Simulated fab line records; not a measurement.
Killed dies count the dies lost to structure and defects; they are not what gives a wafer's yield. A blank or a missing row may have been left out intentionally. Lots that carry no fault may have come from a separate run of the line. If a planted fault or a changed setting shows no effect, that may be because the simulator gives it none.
Split-lot experiment :: flow n5_finfet :: on a route of 1938 steps: 7 lots, 21 wafers read

SPLIT DETAILS
At N5_BEOL_M5_COAT_22 (resist thk 30 nm), the setting spin_rpm was moved away from the recipe's 1500 rpm on 7 of the 21 wafers read, by -7.4% to +9.7%. All remaining wafers had this setting at the recipe value.

Reading taken at the split's own step.

THE READING
CAR-EUV_of_BEOL_M5_COAT_22.thk_nm (the simulator's own value, which no gauge read), in nm, at N5_BEOL_M5_COAT_22 (resist thk 30 nm). The file gives no usual value for it. Here, 14 wafers ran the recipe; their average is 30.1 nm with a standard deviation of 0.099 nm.

wafer: L077.1
tool, chamber at the split: litho_track-01, 0
spin_rpm as run, rpm: 1500
against the recipe: recipe
CAR-EUV_of_BEOL_M5_COAT_22.thk_nm, nm: 30.2
against lot-mates on the recipe: -

wafer: L077.4
tool, chamber at the split: litho_track-01, 0
spin_rpm as run, rpm: 1500
against the recipe: recipe
CAR-EUV_of_BEOL_M5_COAT_22.thk_nm, nm: 30.2
against lot-mates on the recipe: -

wafer: L077.2
tool, chamber at the split: litho_track-01, 0
spin_rpm as run, rpm: 1500
against the recipe: recipe
CAR-EUV_of_BEOL_M5_COAT_22.thk_nm, nm: 30
against lot-mates on the recipe: -

wafer: L079.1
tool, chamber at the split: litho_track-01, 0
spin_rpm as run, rpm: 1500
against the recipe: recipe
CAR-EUV_of_BEOL_M5_COAT_22.thk_nm, nm: 30
against lot-mates on the recipe: -

wafer: L079.3
tool, chamber at the split: litho_track-01, 0
spin_rpm as run, rpm: 1500
against the recipe: recipe
CAR-EUV_of_BEOL_M5_COAT_22.thk_nm, nm: 30
against lot-mates on the recipe: -

wafer: L079.4
tool, chamber at the split: litho_track-01, 0
spin_rpm as run, rpm: 1500
against the recipe: recipe
CAR-EUV_of_BEOL_M5_COAT_22.thk_nm, nm: 30
against lot-mates on the recipe: -

wafer: L087.1
tool, chamber at the split: litho_track-02, 0
spin_rpm as run, rpm: 1422
against the recipe: -5.2%
CAR-EUV_of_BEOL_M5_COAT_22.thk_nm, nm: 30.8
against lot-mates on the recipe: +0.6

wafer: L087.4
tool, chamber at the split: litho_track-02, 0
spin_rpm as run, rpm: 1422
against the recipe: -5.2%
CAR-EUV_of_BEOL_M5_COAT_22.thk_nm, nm: 30.8
against lot-mates on the recipe: +0.6

wafer: L087.2
tool, chamber at the split: litho_track-02, 0
spin_rpm as run, rpm: 1500
against the recipe: recipe
CAR-EUV_of_BEOL_M5_COAT_22.thk_nm, nm: 30.2
against lot-mates on the recipe: -

wafer: L089.2
tool, chamber at the split: litho_track-01, 0
spin_rpm as run, rpm: 1645
against the recipe: +9.7%
CAR-EUV_of_BEOL_M5_COAT_22.thk_nm, nm: 28.8
against lot-mates on the recipe: -1.3

wafer: L089.3
tool, chamber at the split: litho_track-01, 0
spin_rpm as run, rpm: 1500
against the recipe: recipe
CAR-EUV_of_BEOL_M5_COAT_22.thk_nm, nm: 30.2
against lot-mates on the recipe: -

wafer: L089.6
tool, chamber at the split: litho_track-01, 0
spin_rpm as run, rpm: 1500
against the recipe: recipe
CAR-EUV_of_BEOL_M5_COAT_22.thk_nm, nm: 30
against lot-mates on the recipe: -

wafer: L093.3
tool, chamber at the split: litho_track-05, 0
spin_rpm as run, rpm: 1500
against the recipe: recipe
CAR-EUV_of_BEOL_M5_COAT_22.thk_nm, nm: 30.2
against lot-mates on the recipe: -

wafer: L093.5
tool, chamber at the split: litho_track-05, 0
spin_rpm as run, rpm: 1500
against the recipe: recipe
CAR-EUV_of_BEOL_M5_COAT_22.thk_nm, nm: 30.2
against lot-mates on the recipe: -

wafer: L093.6
tool, chamber at the split: litho_track-05, 0
spin_rpm as run, rpm: 1640
against the recipe: +9.3%
CAR-EUV_of_BEOL_M5_COAT_22.thk_nm, nm: 28.8
against lot-mates on the recipe: -1.4

wafer: L092.2
tool, chamber at the split: litho_track-05, 0
spin_rpm as run, rpm: 1406
against the recipe: -6.3%
CAR-EUV_of_BEOL_M5_COAT_22.thk_nm, nm: 31.2
against lot-mates on the recipe: +1.2

wafer: L092.4
tool, chamber at the split: litho_track-05, 0
spin_rpm as run, rpm: 1500
against the recipe: recipe
CAR-EUV_of_BEOL_M5_COAT_22.thk_nm, nm: 30
against lot-mates on the recipe: -

wafer: L092.5
tool, chamber at the split: litho_track-05, 0
spin_rpm as run, rpm: 1500
against the recipe: recipe
CAR-EUV_of_BEOL_M5_COAT_22.thk_nm, nm: 30
against lot-mates on the recipe: -

wafer: L096.3
tool, chamber at the split: litho_track-01, 0
spin_rpm as run, rpm: 1389
against the recipe: -7.4%
CAR-EUV_of_BEOL_M5_COAT_22.thk_nm, nm: 31
against lot-mates on the recipe: +1.0

wafer: L096.6
tool, chamber at the split: litho_track-01, 0
spin_rpm as run, rpm: 1389
against the recipe: -7.4%
CAR-EUV_of_BEOL_M5_COAT_22.thk_nm, nm: 31
against lot-mates on the recipe: +1.0

wafer: L096.4
tool, chamber at the split: litho_track-01, 0
spin_rpm as run, rpm: 1500
against the recipe: recipe
CAR-EUV_of_BEOL_M5_COAT_22.thk_nm, nm: 30
against lot-mates on the recipe: -

FIT RESULTS
A straight line over all 21 wafers: CAR-EUV_of_BEOL_M5_COAT_22.thk_nm changes by -0.136 nm for each +1% of spin_rpm; r = -0.98; the points scatter about the line by 0.11 nm.
The same after taking each lot's own level away (the mean of its wafers on the recipe; 21 wafers): -0.141 nm for each +1%; r = -0.99; scatter 0.1 nm.
Per that fit: largest spin_rpm move, reading shift of 1.4 nm.
From 30.00 to 30.20 nm: that is the span of the lots' own levels, equal to 2.0 times the standard deviation above.
Consequently the slope shifts little with the lot-to-lot level, the two slopes agreeing.
Check: -1.4 nm against its lot-mates is what the line predicts for one of the wafers moved furthest among these (+9.7%) when that wafer is left out of the fit. It came out at -1.3 nm against them.

THE OTHER SPLITS THESE WAFERS WENT THROUGH
Before the reading, these wafers also passed through other splits. Each is held against what the fit with the lots' levels taken away leaves over:
other split on the same wafers: N5_BEOL_M4_ILD_DEP_00 time_s
wafers away from the commonest value: 8
r with CAR-EUV_of_BEOL_M5_COAT_22.thk_nm (lot level and that fit taken away): +0.03

other split on the same wafers: N5_BEOL_M4_COAT_62 spin_rpm
wafers away from the commonest value: 6
r with CAR-EUV_of_BEOL_M5_COAT_22.thk_nm (lot level and that fit taken away): -0.26

other split on the same wafers: N5_BEOL_M4_TRENCH_ETCH_37 bias_w
wafers away from the commonest value: 6
r with CAR-EUV_of_BEOL_M5_COAT_22.thk_nm (lot level and that fit taken away): -0.08

other split on the same wafers: N5_BEOL_M5_COAT_74 spin_rpm
wafers away from the commonest value: 6
r with CAR-EUV_of_BEOL_M5_COAT_22.thk_nm (lot level and that fit taken away): +0.02

FILE'S OWN FIT
CAR-EUV_of_BEOL_M5_COAT_22.thk_nm changes by -0.145 nm for each +1% of spin_rpm, r = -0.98.
